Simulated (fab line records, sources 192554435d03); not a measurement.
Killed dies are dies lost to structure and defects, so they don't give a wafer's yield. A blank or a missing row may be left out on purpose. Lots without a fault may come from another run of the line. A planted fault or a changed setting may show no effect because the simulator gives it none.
Which tool did it? | flow n5_finfet | 24 lots, 72 wafers sampled, at 3 steps of a route of 1938

WHAT THE GAUGES READ, wafer by wafer
N5_BEOL_M2_RS_MEAS_58: measures by four-point-probe. Usual: M2_RS 0.69 ohm/sq, standard deviation 0.038.
lot  | measured     | on            | M2_RS (ohm/sq) | flag
L074 | day 7 02:33  | film_metro-01 | 0.75 0.66 0.65 |
L076 | day 7 06:40  | film_metro-02 | 0.69 0.70 0.69 |
L075 | day 7 07:15  | film_metro-02 | 0.63 0.65 0.64 |
L077 | day 7 18:16  | film_metro-01 | 0.67 0.72 0.72 |
L078 | day 8 11:24  | film_metro-02 | 0.69 0.67 0.65 |
L079 | day 8 15:10  | film_metro-01 | 0.71 0.69 0.72 |
L080 | day 8 17:20  | film_metro-02 | 0.72 0.62 0.69 |
L081 | day 9 04:48  | film_metro-01 | 0.64 0.62 0.68 |
L083 | day 9 10:19  | film_metro-02 | 0.61 0.73 0.73 |
L082 | day 9 10:58  | film_metro-02 | 0.66 0.61 0.71 |
L084 | day 9 15:44  | film_metro-01 | 0.64 0.68 0.72 |
L085 | day 9 19:36  | film_metro-01 | 0.66 0.67 0.68 |
L087 | day 10 04:41 | film_metro-01 | 0.72 0.68 0.73 |
L086 | day 10 09:55 | film_metro-02 | 0.72 0.69 0.68 |
L089 | day 10 17:53 | film_metro-02 | 0.71 0.62 0.75 |
L088 | day 10 23:50 | film_metro-02 | 0.76 0.63 0.69 |
L090 | day 11 05:52 | film_metro-02 | 0.69 0.65 0.68 |
L091 | day 11 14:19 | film_metro-02 | 0.69 0.73 0.65 |
L092 | day 11 14:35 | film_metro-02 | 0.65 0.67 0.70 |
L093 | day 11 19:04 | film_metro-02 | 0.75 0.67 0.73 |
L094 | day 12 10:44 | film_metro-02 | 0.68 0.70 0.74 |
L095 | day 12 11:26 | film_metro-02 | 0.69 0.66 0.69 |
L096 | day 12 12:36 | film_metro-02 | 0.65 0.71 0.72 |
L097 | day 13 00:19 | film_metro-01 | 0.72 0.74 0.67 |

N5_BEOL_M2_INSPECT_59: inspects for defects (darkfield). Usual: raw_defect_count 80, standard deviation 29.
lot  | measured     | on                | raw_defect_count | flag
L074 | day 7 02:34  | defect_inspect-01 | 79 112 102       |
L076 | day 7 06:41  | defect_inspect-02 | 86 66 60         |
L075 | day 7 07:17  | defect_inspect-01 | 84 83 44         |
L077 | day 7 18:17  | defect_inspect-02 | 74 85 129        |
L078 | day 8 11:25  | defect_inspect-02 | 52 43 63         |
L079 | day 8 15:12  | defect_inspect-01 | 80 79 77         |
L080 | day 8 17:22  | defect_inspect-02 | 74 125 78        |
L081 | day 9 04:50  | defect_inspect-02 | 90 85 120        |
L083 | day 9 10:20  | defect_inspect-01 | 63 69 86         |
L082 | day 9 10:59  | defect_inspect-02 | 70 114 74        |
L084 | day 9 15:46  | defect_inspect-02 | 117 71 116       |
L085 | day 9 19:37  | defect_inspect-01 | 65 58 58         |
L087 | day 10 04:42 | defect_inspect-01 | 102 66 106       |
L086 | day 10 09:56 | defect_inspect-02 | 72 49 81         |
L089 | day 10 17:55 | defect_inspect-02 | 49 49 64         |
L088 | day 10 23:52 | defect_inspect-01 | 83 83 100        |
L090 | day 11 05:53 | defect_inspect-02 | 43 72 78         |
L091 | day 11 14:20 | defect_inspect-02 | 70 98 61         |
L092 | day 11 14:37 | defect_inspect-02 | 68 83 75         |
L093 | day 11 19:05 | defect_inspect-01 | 47 56 49         |
L094 | day 12 10:46 | defect_inspect-02 | 72 56 29         |
L095 | day 12 11:28 | defect_inspect-02 | 75 136 190       |
L096 | day 12 12:38 | defect_inspect-02 | 195 67 108       |
L097 | day 13 00:56 | defect_inspect-01 | 46 54 36         |

N5_BEOL_M3_INSPECT_13: inspects for defects (brightfield). Usual: raw_defect_count 452, standard deviation 100.
lot  | measured     | on                | raw_defect_count | flag
L074 | day 7 04:37  | defect_inspect-01 | 543 722 704      |
L076 | day 7 08:44  | defect_inspect-02 | 366 344 321      |
L075 | day 7 13:22  | defect_inspect-02 | 402 372 414      |
L077 | day 7 19:41  | defect_inspect-02 | 375 493 470      |
L078 | day 8 12:35  | defect_inspect-02 | 409 472 471      |
L079 | day 8 16:57  | defect_inspect-02 | 418 495 383      |
L080 | day 8 20:53  | defect_inspect-02 | 473 479 606      |
L081 | day 9 05:47  | defect_inspect-02 | 506 549 538      |
L083 | day 9 13:25  | defect_inspect-01 | 355 433 488      |
L082 | day 9 13:38  | defect_inspect-02 | 469 525 447      |
L084 | day 9 17:05  | defect_inspect-01 | 564 497 501      |
L085 | day 9 22:47  | defect_inspect-01 | 491 584 480      |
L087 | day 10 06:23 | defect_inspect-01 | 459 520 485      |
L086 | day 10 11:08 | defect_inspect-02 | 457 316 444      |
L089 | day 10 20:23 | defect_inspect-02 | 328 481 378      |
L088 | day 11 01:47 | defect_inspect-01 | 647 511 497      |
L090 | day 11 06:44 | defect_inspect-02 | 242 380 339      |
L091 | day 11 18:41 | defect_inspect-02 | 421 393 402      |
L092 | day 11 19:01 | defect_inspect-01 | 355 466 305      |
L093 | day 11 20:19 | defect_inspect-02 | 269 286 360      |
L094 | day 12 12:11 | defect_inspect-01 | 378 573 332      |
L095 | day 12 12:28 | defect_inspect-01 | 462 550 608      |
L096 | day 12 15:14 | defect_inspect-01 | 652 465 634      |
L097 | day 13 03:51 | defect_inspect-02 | 522 576 423      |

WHICH TOOL RAN EACH LOT (tool, then ch and the chambers of the sampled wafers, then the start)
The record holds no process step before these readings.

WHAT THE TOOLS THEMSELVES READ (means of the sampled wafers that have a number; where no wafer has one, the mark that the record gives instead)
The record holds no such reading with a usual standard deviation.

THE ANSWER, worked out from the rows above alone
Rule: a lot is off if the mean of its wafers that have a number lies more than 3 standard deviations from the usual mean. A lot without any number at a reading at which 4 lots or more have one is off too. The other lots that the step has rows for count as sound. The gauges are gone through in route order, then the tools' own readings, and for those a lot's mean is taken as printed above. The first step at which some lot is off is used, and at that step the reading that is off furthest; a lot without a number counts as furthest.
No lot is off at any reading shown: from this, nothing can be told.

WHAT THE SIMULATOR HAD PUT IN
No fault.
